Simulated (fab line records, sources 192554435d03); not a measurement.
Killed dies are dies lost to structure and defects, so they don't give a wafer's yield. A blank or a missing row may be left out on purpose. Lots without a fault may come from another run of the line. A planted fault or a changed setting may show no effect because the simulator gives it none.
Chamber matching | flow n5_finfet | N5_BEOL_M11_ILD_DEP_00 on pecvd-02: 3 sister chambers
The step deposits SiCOH lowk from DEMS/porogen, target thk 308.51 nm, time 58 s. 6 wafers are shown with their chamber, then 12 later ones without.

WAFERS WITH THEIR CHAMBER
wafer  | chamber | throttle_valve_pct (%) | heater_power_w (W)
L083.5 | 2       | 14.3                   | 363
L086.1 | 2       | 14.4                   | 326
L086.5 | 0       | 15.7                   | 305
L088.1 | 0       | 15.5                   | 300
L088.3 | 1       | 14.0                   | 390
L088.6 | 1       | 14.0                   | 394

WAFERS WITHOUT THEIR CHAMBER
wafer  | throttle_valve_pct (%) | heater_power_w (W)
L093.3 | 14.4                   | 398
L093.5 | 14.7                   | 314
L093.6 | 13.9                   | 390
L094.1 | 15.9                   | 288
L094.3 | 14.6                   | 316
L094.5 | 14.2                   | 310
L097.1 | 15.8                   | 281
L097.2 | 14.5                   | 363
L097.6 | 14.7                   | 363
L096.3 | 14.2                   | 364
L096.5 | 14.8                   | 379
L096.6 | 13.9                   | 361

WHICH CHAMBER EACH WENT THROUGH
wafer  | from the rows above     | in truth
L093.3 | can't be placed: 2 or 1 | 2
L093.5 | 2                       | 2
L093.6 | 1                       | 1
L094.1 | 0                       | 0
L094.3 | 2                       | 2
L094.5 | 2                       | 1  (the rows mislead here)
L097.1 | 0                       | 0
L097.2 | 2                       | 2
L097.6 | 2                       | 2
L096.3 | can't be placed: 2 or 1 | 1
L096.5 | 2                       | 2
L096.6 | 1                       | 1
Placed correctly: 9 of 12. Can't be placed from these rows: 2 (the true chamber is among the candidates in 2). Placed wrongly: 1.
How it was worked out, from the rows above alone: a wafer's distance from a chamber is the root of the sum, over the readings, of the square of ((its reading less the chamber's mean) divided by the reading's scatter). The wafer belongs to the nearest chamber; if the next one is less than 2 further off, it can't be placed. A chamber's mean is the mean of its shown wafers. The scatter: the root of (the sum of the squares of (reading less its chamber's mean) over the shown wafers, divided by (wafers less chambers)).
